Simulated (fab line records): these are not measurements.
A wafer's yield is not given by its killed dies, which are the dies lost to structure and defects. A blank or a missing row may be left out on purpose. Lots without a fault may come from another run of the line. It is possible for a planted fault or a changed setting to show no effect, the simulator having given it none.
Comparing a struck lot with a sound one / flow n5Finfet / 43 out of 1938 route steps
Sound: the wafers L228.4, L228.5, L228.6. Wafers L239.1, L239.2, L239.3 were the ones struck. At the end, the cause is stated.
Per side, at each step with rows, come the tool, then ch with its chambers, and then its first start. Under that, the readings that differ: sound wafers / struck wafers / difference of the means / sigmas: that difference in standard deviations of wafers without a fault.
alike: a reading whose means differ by less than 2 such deviations, as well as words and numbers matching on both sides. not compared: withheld readings; readings where some wafer has no value; bounds like >300 that might hide an equal value; numbers whose values overlap and for which the record gives no deviation.
The two part at a step that has a row with sigmas, a row that says differs or no value, or rows on one side only. Non-overlapping numbers with no deviation appear without sigmas and do not part them. Lack of a reading on every wafer of one side parts them only where that side has two or more wafers.

first, 7 steps without rows for these wafers: N5_WELL_APT_COAT_02 (resist thk 950 nm); N5_WELL_APT_EBR_04; N5_WELL_APT_SOFTBAKE_03 (time 60 s); N5_WELL_APT_EXPOSE_05 (exposes mask NWELL, defocus 0 nm, target cd 200 nm); N5_WELL_APT_PEB_06 (peb time 90 s); N5_WELL_APT_DEVELOP_07 (develop time 45 s); N5_WELL_APT_HARDBAKE_12 (time 120 s).
N5_WELL_APT_CD_MEAS_08 targets a cd of 200 nm.
  sound on cdSem-02 ch 0, day 3 07:35; struck on cdSem-03 ch 0, day 6 02:04
  alike: cdNm
N5_WELL_APT_OVL_MEAS_09:
  sound on overlay-02 ch 0, day 3 07:37; struck on overlay-02 ch 0, day 6 02:06
  alike: NWELL_OVL
N5_WELL_APT_INSPECT_10: inspects for defects (macro).
  sound on defectInspect-01, day 3 07:38; struck on defectInspect-01, day 6 02:07
  alike: rawDefectCount
N5_WELL_APT_DESCUM_13: chemistry O2, time 7.9 s.
  sound on rieDiel-01 ch 0,1,2, day 3 07:43; struck on rieDiel-01 ch 1,2,3, day 6 02:09
  alike: drypumpMotorCurrentA, o2FlowSccm, oesProductAu, rfVppV, showerheadPlenumPTorr, throttleValvePct
  not compared: rfHoursCounterH
following that, these wafers have no rows for 1 step: N5_WELL_APT_IMPLANT_14.
N5_WELL_APT_IMPLANT_15:
  sound on implanter-02 ch 0, day 3 08:05; struck on implanter-01 ch 0, day 6 02:26
reading=doseIonsCm2; sound=1.5017e+13 1.5011e+13 1.5003e+13; struck=8.867e+12 8.84e+12 8.849e+12; difference=-6.158e+12; sigmas=-99 or more
reading=faradayCurrentUA; sound=193 188 190; struck=111 111 111; difference=-79; sigmas=-21
then, 9 steps without rows for these wafers: N5_WELL_APT_STRIP_16 (strips in SPM, time 900 s); N5_WELL_APT_HMDS_18 (time 60 s); N5_WELL_APT_COAT_19 (resist thk 950 nm); N5_WELL_APT_EBR_21; N5_WELL_APT_SOFTBAKE_20 (time 60 s); N5_WELL_APT_EXPOSE_22 (exposes mask PWELL, defocus 0 nm, target cd 200 nm); N5_WELL_APT_PEB_23 (peb time 90 s); N5_WELL_APT_DEVELOP_24 (develop time 45 s); N5_WELL_APT_HARDBAKE_29 (time 120 s).
N5_WELL_APT_CD_MEAS_25 targets a cd of 200 nm.
  sound on cdSem-03 ch 0, day 3 08:47; struck on cdSem-01 ch 0, day 6 03:19
  alike: cdNm
N5_WELL_APT_OVL_MEAS_26:
  sound on overlay-02 ch 0, day 3 08:49; struck on overlay-02 ch 0, day 6 03:21
  alike: PWELL_OVL
N5_WELL_APT_INSPECT_27: inspects for defects (macro).
  sound on defectInspect-02, day 3 08:50; struck on defectInspect-02, day 6 03:22
  alike: rawDefectCount
N5_WELL_APT_DESCUM_30: chemistry O2, time 7.9 s.
  sound on rieDiel-02 ch 0,2,3, day 3 09:25; struck on rieDiel-02 ch 0,1,3, day 6 03:25
  alike: drypumpMotorCurrentA, o2FlowSccm, oesProductAu, rfVppV, showerheadPlenumPTorr, throttleValvePct
  not compared: rfHoursCounterH
then, 3 steps without rows for these wafers: N5_WELL_APT_IMPLANT_31; N5_WELL_APT_IMPLANT_32; N5_WELL_APT_STRIP_33 (strips in SPM, time 900 s).
N5_WELL_APT_RTA_34: time 10 s.
  sound on rtpAnneal-01 ch 0, day 3 10:14; struck on rtpAnneal-01 ch 0, day 6 04:11
  alike: lampPowerPct, wafer_temp_C_max
then, 4 steps without rows for these wafers: N5_WELL_APT_OXIDE_STRIP_42 (strips SiO2 in dHF, time 45 s, target depth 12 nm); N5_WELL_APT_PRECLEAN_36 (cleans in O3/DIW, time 45 s); N5_WELL_APT_PRECLEAN_39 (cleans in dHF, time 60 s); N5_WELL_APT_SRD_37 (time 30 s).
N5_WELL_APT_EPI_41: deposits Si from SiH4/H2, target thk 50 nm, time 297.7 s.
  sound on epiRpcvd-03 ch 0, day 3 10:43; struck on epiRpcvd-03 ch 0, day 6 04:26
  alike: throttleValvePct
N5_WELL_APT_INSPECT_38: inspects for defects (darkfield).
  sound on defectInspect-01, day 3 11:03; struck on defectInspect-01, day 6 05:04
  alike: rawDefectCount
N5_PMOS_HMC_CHANNEL_EPI_HM_DEP_34: deposits SiO2 from TEOS/O2, target thk 36 nm, time 6.9 s.
  sound on pecvd-01 ch 0,1, day 3 11:06; struck on pecvd-03 ch 0,1,2, day 6 05:06
  alike: heaterPowerW, showerheadPlenumPTorr, throttleValvePct
then, 5 steps without rows for these wafers: N5_PMOS_HMC_CHANNEL_EPI_COAT_31 (time 60 s, resist thk 66 nm); N5_PMOS_HMC_CHANNEL_EPI_COAT_03 (resist thk 205 nm); N5_PMOS_HMC_CHANNEL_EPI_EBR_05; N5_PMOS_HMC_CHANNEL_EPI_SOFTBAKE_04 (time 60 s); N5_PMOS_HMC_CHANNEL_EPI_EXPOSE_06 (exposes mask PMOS HMC BLK, target cd 240 nm).
-- the record jumps here: 6 days lie between the struck wafers' starts before and after (it left off in module PMOS_HMC_CHANNEL_EPI and takes up again in module BEOL_M4, whose first step shown is number 1111 of the route) --
N5_BEOL_M4_RC_MEAS_101:
  sound on prober-01 ch 0, day 10 00:29; struck on prober-01 ch 0, day 12 13:57
reading=CJ_P; sound=5.86 5.78 5.85; struck=4.36 4.58 4.58; difference=-1.32; sigmas=-11
reading=DIBL_N (mV/V); sound=38.5 38.2 34.9; struck=34.6 34.3 33.7; difference=-3.0; sigmas=-2
  alike: DIBL_P, IOFF_N, IOFF_P, ION_N, ION_P, SS_N, SS_P, VT_N, VT_P

WHERE THEY PART
Last at N5_BEOL_M4_RC_MEAS_101 as far as this record goes, first at N5_WELL_APT_IMPLANT_15.

WHY: what the simulator had put in
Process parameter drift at N5_WELL_APT_IMPLANT_15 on implanter-01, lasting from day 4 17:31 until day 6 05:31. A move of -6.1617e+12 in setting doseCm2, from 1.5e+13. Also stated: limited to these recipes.
